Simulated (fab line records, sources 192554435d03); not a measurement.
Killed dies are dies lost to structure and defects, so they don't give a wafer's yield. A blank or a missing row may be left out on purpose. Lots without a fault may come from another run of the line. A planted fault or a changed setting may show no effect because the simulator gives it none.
Split-lot experiment | flow n5_finfet | 7 lots, 21 wafers read, on a route of 1938 steps

THE SPLIT
At N5_FIN_CUT_COAT_18 (time 60 s, resist thk 230 nm), the setting spin_rpm was moved away from the recipe's 1500 rpm on 10 of the 21 wafers read, by -9.3% to +6.6%. The other wafers ran this setting at the recipe's value.

FROM THE SPLIT TO THE READING: what the file shows between them, 6 steps
- N5_FIN_CUT_COAT_19: time 60 s, resist thk 20 nm (also split here: spin_rpm)
- N5_FIN_CUT_COAT_29: time 60 s, resist thk 10 nm
- N5_FIN_CUT_COAT_02: resist thk 30 nm
- N5_FIN_CUT_DESCUM_13: chemistry O2, time 7 s
- N5_FIN_CUT_ETCH_30: etches underlayer in N2/H2, target depth 13 nm, time 10.4 s
- N5_FIN_CUT_ETCH_20: etches SiARC in CF4, target depth 26 nm, time 43.3 s

THE READING
etch.depth_nm (the simulator's own value, which no gauge read), in nm, at N5_FIN_CUT_ETCH_21 (etches SOC in N2/H2, target depth 219 nm, overetch 43.8 nm, time 523.5 s). The file gives no usual value for it. The 11 wafers here that ran the recipe average 229.6 nm, standard deviation 0.35 nm.

wafer  | tool, chamber at the split | spin_rpm as run, rpm | against the recipe | etch.depth_nm, nm | against lot-mates on the recipe
L074.1 | litho_track-03, 0          | 1500                 | recipe             | 229               | -
L074.3 | litho_track-03, 0          | 1599                 | +6.6%              | 222.1             | -6.9
L074.4 | litho_track-03, 0          | 1599                 | +6.6%              | 222.3             | -6.7
L076.1 | litho_track-05, 0          | 1575                 | +5.0%              | 223.9             | -5.5
L076.3 | litho_track-05, 0          | 1500                 | recipe             | 229.4             | -
L076.6 | litho_track-05, 0          | 1575                 | +5.0%              | 224.4             | -5.0
L077.1 | litho_track-03, 0          | 1575                 | +5.0%              | 224.7             | -4.7
L077.4 | litho_track-03, 0          | 1575                 | +5.0%              | 224               | -5.4
L077.5 | litho_track-03, 0          | 1500                 | recipe             | 229.4             | -
L086.1 | litho_track-04, 0          | 1500                 | recipe             | 229.7             | -
L086.5 | litho_track-04, 0          | 1500                 | recipe             | 229.3             | -
L086.6 | litho_track-04, 0          | 1500                 | recipe             | 230.2             | -
L088.1 | litho_track-03, 0          | 1361                 | -9.3%              | 242.3             | +12.4
L088.3 | litho_track-03, 0          | 1500                 | recipe             | 229.9             | -
L088.6 | litho_track-03, 0          | 1361                 | -9.3%              | 241.8             | +11.9
L094.1 | litho_track-05, 0          | 1500                 | recipe             | 230               | -
L094.5 | litho_track-05, 0          | 1500                 | recipe             | 230               | -
L094.4 | litho_track-05, 0          | 1500                 | recipe             | 229.5             | -
L096.1 | litho_track-04, 0          | 1381                 | -7.9%              | 239.1             | +9.7
L096.3 | litho_track-04, 0          | 1381                 | -7.9%              | 239.3             | +9.9
L096.6 | litho_track-04, 0          | 1500                 | recipe             | 229.4             | -

THE FIT
A straight line over all 21 wafers: etch.depth_nm changes by -1.21 nm for each +1% of spin_rpm; r = -1.00; the points scatter about the line by 0.54 nm.
The same after taking each lot's own level away (the mean of its wafers on the recipe; 21 wafers): -1.18 nm for each +1%; r = -1.00; scatter 0.53 nm.
On that fit, the largest move of spin_rpm shifts the reading by 11 nm.
The lots' own levels span 229.00 to 229.90 nm, that is 2.6 times the standard deviation above.
So the lot-to-lot level changes the slope little: the two slopes agree.
Check: with one of the wafers moved furthest among these (-9.3%) left out of the fit, the line predicts +11 nm for it against its lot-mates. It came out at +12.4 nm against them.

OTHER SPLITS ON THESE WAFERS
These wafers also went through other splits before the reading. Each is held against what the fit with the lots' levels taken away leaves over:
other split on the same wafers        | wafers away from the commonest value | r with etch.depth_nm (lot level and that fit taken away)
N5_WELL_APT_COAT_02 spin_rpm          | 5                                    | -0.11
N5_WELL_APT_EXPOSE_22 dose_mj         | 10                                   | +0.02
N5_WELL_APT_DEVELOP_24 develop_time_s | 8                                    | -0.08
N5_FIN_CUT_COAT_19 spin_rpm           | 5                                    | -0.07

THE WHOLE CHAIN: every reading that the file lists as answering this split, in the file's order
step               | what it does                                                             | reading                                                                        | change (the file's fit)              | r (the file's)
N5_FIN_CUT_COAT_18 | time 60 s, resist thk 230 nm                                             | SOC_of_FIN_CUT_COAT_18.thk_nm (the simulator's own value, which no gauge read) | -1.18 nm for each +1% of the setting | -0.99
N5_FIN_CUT_ETCH_21 | etches SOC in N2/H2, target depth 219 nm, overetch 43.8 nm, time 523.5 s | etch.depth_nm (the simulator's own value, which no gauge read)                 | -1.18 nm for each +1% of the setting | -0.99

THE FILE'S OWN FIT
etch.depth_nm changes by -1.18 nm for each +1% of spin_rpm, r = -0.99.
